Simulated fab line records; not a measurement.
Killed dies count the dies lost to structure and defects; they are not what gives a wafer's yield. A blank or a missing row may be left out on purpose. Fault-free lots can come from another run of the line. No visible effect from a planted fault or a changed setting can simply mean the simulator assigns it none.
Check of tool commonality | flow nand harc | 12 lots, 36 wafers sampled

## REASON FOR OPENING
Flagged at NHARC_A_ONON_D2_THK_MEAS_14: reading thk nm, on 2 of 12 lots. Fault-free wafers read 1001 nm, with a standard deviation of 6.7.
Rule: flag the lot when none of its wafers has a number, or when each of its wafers that has one lies beyond 4 standard deviations from that mean. The other lots count as sound.

lot  | measured     | on            | thk nm (nm), wafer by wafer | flag
L973 | day 13 13:24 | film metro-02 | 1011 1012 1013              |
L974 | day 13 13:32 | film metro-02 | 1002 1003 1001              |
L978 | day 15 09:04 | film metro-02 | 1603 1603 1603              | FLAGGED
L976 | day 15 09:25 | film metro-01 | 1594 1595 1592              | FLAGGED
L983 | day 17 06:23 | film metro-02 | 995 993 995                 |
L985 | day 18 07:25 | film metro-01 | 1007 1005 1007              |
L984 | day 18 07:29 | film metro-02 | 1002 1002 1002              |
L986 | day 18 07:38 | film metro-01 | 1004 1003 1003              |
L987 | day 19 01:55 | film metro-01 | 990 991 991                 |
L988 | day 19 12:55 | film metro-01 | 1001 999 999                |
L991 | day 20 23:49 | film metro-01 | 998 998 998                 |
L993 | day 21 09:07 | film metro-02 | 990 990 991                 |
The numbers of the flagged lots are 1598 nm on average: +597 nm against the usual, or +89 standard deviations.

## WHICH TOOL RAN EACH LOT
Before the reading, the record contains 4 process steps out of a 1302-step route. In each cell: the tool, then ch and the chambers that the sampled wafers went through, then the start.
lot  | flag    | NHARC_A_CHANNEL_HOLE_D1_ETCH_26  | NHARC_A_CHANNEL_FILL_D1_ALD_03                 | NHARC_A_CHANNEL_FILL_D1_ALD_16   | NHARC_A_ONON_D2_DEP_12
L973 |         | har etch-02 ch 1, day 9 22:44    | ald sin batch-02 ch 0, day 10 14:43 or earlier | ald hk-01 ch 0,1,2, day 10 14:43 | pecvd onon-02 ch 0, day 13 12:57
L974 |         | har etch-01 ch 0,1, day 9 23:05  | ald sin batch-02 ch 0, day 10 14:41 or earlier | ald hk-03 ch 0,1,2, day 10 14:41 | pecvd onon-01 ch 0, day 13 13:01
L978 | FLAGGED | har etch-02 ch 0,1, day 11 17:40 | ald sin batch-03 ch 0, day 12 07:58 or earlier | ald hk-01 ch 1,3, day 12 07:58   | pecvd onon-02 ch 0, day 15 08:33
L976 | FLAGGED | har etch-02 ch 0, day 10 19:46   | ald sin batch-01 ch 0, day 11 10:32 or earlier | ald hk-01 ch 0,1,3, day 11 10:32 | pecvd onon-02 ch 0, day 15 08:58
L983 |         | har etch-01 ch 0,1, day 13 13:19 | ald sin batch-01 ch 0, day 14 03:45 or earlier | ald hk-03 ch 0,3, day 14 03:45   | pecvd onon-01 ch 0, day 17 05:56
L985 |         | har etch-01 ch 0,1, day 14 14:36 | ald sin batch-02 ch 0, day 15 03:59 or earlier | ald hk-03 ch 0,1,2, day 15 03:59 | pecvd onon-01 ch 0, day 18 06:55
L984 |         | har etch-02 ch 0, day 14 17:52   | ald sin batch-02 ch 0, day 15 08:08 or earlier | ald hk-03 ch 1,3, day 15 08:08   | pecvd onon-04 ch 0, day 18 07:02
L986 |         | har etch-02 ch 0,1, day 14 13:40 | ald sin batch-02 ch 0, day 15 03:59 or earlier | ald hk-01 ch 0,1, day 15 03:59   | pecvd onon-02 ch 0, day 18 07:07
L987 |         | har etch-02 ch 0, day 15 06:23   | ald sin batch-02 ch 0, day 15 20:41 or earlier | ald hk-03 ch 0,3, day 15 20:41   | pecvd onon-04 ch 0, day 19 01:27
L988 |         | har etch-01 ch 0,1, day 15 18:40 | ald sin batch-03 ch 0, day 16 10:08 or earlier | ald hk-03 ch 2,3, day 16 10:08   | pecvd onon-02 ch 0, day 19 12:24
L991 |         | har etch-01 ch 0,1, day 17 03:21 | ald sin batch-03 ch 0, day 17 18:55 or earlier | ald hk-02 ch 1,2,3, day 17 18:55 | pecvd onon-04 ch 0, day 20 23:23
L993 |         | har etch-02 ch 0,1, day 17 17:19 | ald sin batch-01 ch 0, day 18 09:46 or earlier | ald hk-02 ch 0,1,3, day 18 09:46 | pecvd onon-02 ch 0, day 21 08:40
What these steps do:
- NHARC_A_CHANNEL_HOLE_D1_ETCH_26: etches the open film in C4F8/O2/Ar, time 224.1 s, target depth 300 nm.
- NHARC_A_CHANNEL_FILL_D1_ALD_03: deposits SiNx, target thk 6 nm, pulse time 60 s, ald cycles 58.
- NHARC_A_CHANNEL_FILL_D1_ALD_16: deposits SiO2, target thk 1.5 nm, pulse time 10 s, ald cycles 15.
- NHARC_A_ONON_D2_DEP_12: target thk 1000 nm.
- NHARC_A_ONON_D2_THK_MEAS_14: measures by ellipsometry.

## FLAGGED AGAINST TOTAL, ONE TOOL AT A TIME (gauges that did the reading follow at the end)
step                            | tool             | lots run | flagged | share of the flagged lots | sound lots run after its first flagged lot
NHARC_A_CHANNEL_HOLE_D1_ETCH_26 | har etch-01      | 5        | 0       | none                      | -
NHARC_A_CHANNEL_HOLE_D1_ETCH_26 | har etch-02      | 7        | 2       | all                       | 4 (L986,L984,L987,L993)
NHARC_A_CHANNEL_FILL_D1_ALD_03  | ald sin batch-01 | 3        | 1       | some                      | 2 (L983,L993)
NHARC_A_CHANNEL_FILL_D1_ALD_03  | ald sin batch-02 | 6        | 0       | none                      | -
NHARC_A_CHANNEL_FILL_D1_ALD_03  | ald sin batch-03 | 3        | 1       | some                      | 2 (L988,L991)
NHARC_A_CHANNEL_FILL_D1_ALD_16  | ald hk-01        | 4        | 2       | all                       | 1 (L986)
NHARC_A_CHANNEL_FILL_D1_ALD_16  | ald hk-02        | 2        | 0       | none                      | -
NHARC_A_CHANNEL_FILL_D1_ALD_16  | ald hk-03        | 6        | 0       | none                      | -
NHARC_A_ONON_D2_DEP_12          | pecvd onon-01    | 3        | 0       | none                      | -
NHARC_A_ONON_D2_DEP_12          | pecvd onon-02    | 6        | 2       | all                       | 3 (L986,L988,L993)
NHARC_A_ONON_D2_DEP_12          | pecvd onon-04    | 3        | 0       | none                      | -
NHARC_A_ONON_D2_THK_MEAS_14     | film metro-01    | 6        | 1       | some                      | 5 (L985,L986,L987,L988,L991)
NHARC_A_ONON_D2_THK_MEAS_14     | film metro-02    | 6        | 1       | some                      | 3 (L983,L984,L993)
NHARC_A_CHANNEL_FILL_D1_ALD_03: start missing for some lots; hours and lot order therefore follow NHARC_A_CHANNEL_FILL_D1_ALD_16.

## WHAT IS ALLOWED BY THE TABLE
In the table, 3 rows ran each flagged lot (har etch-02 at NHARC_A_CHANNEL_HOLE_D1_ETCH_26; ald hk-01 at NHARC_A_CHANNEL_FILL_D1_ALD_16; pecvd onon-02 at NHARC_A_ONON_D2_DEP_12).
- har etch-02 at NHARC_A_CHANNEL_HOLE_D1_ETCH_26 ran 7 lots, 2 of them flagged. Lots that were sound ran on it after the first flagged one (L986, L984, L987, L993); a persistent fault on the entire tool would not allow that.
- ald hk-01 at NHARC_A_CHANNEL_FILL_D1_ALD_16 ran 4 lots, 2 of them flagged. Lots that were sound ran on it after the first flagged one (L986); a persistent fault on the entire tool would not allow that.
- pecvd onon-02 at NHARC_A_ONON_D2_DEP_12 ran 6 lots, 2 of them flagged. Lots that were sound ran on it after the first flagged one (L986, L988, L993); a persistent fault on the entire tool would not allow that.
No row of the table ran every flagged lot and no sound lot after the first.

## WHAT HAD BEEN PUT IN BY THE SIMULATOR
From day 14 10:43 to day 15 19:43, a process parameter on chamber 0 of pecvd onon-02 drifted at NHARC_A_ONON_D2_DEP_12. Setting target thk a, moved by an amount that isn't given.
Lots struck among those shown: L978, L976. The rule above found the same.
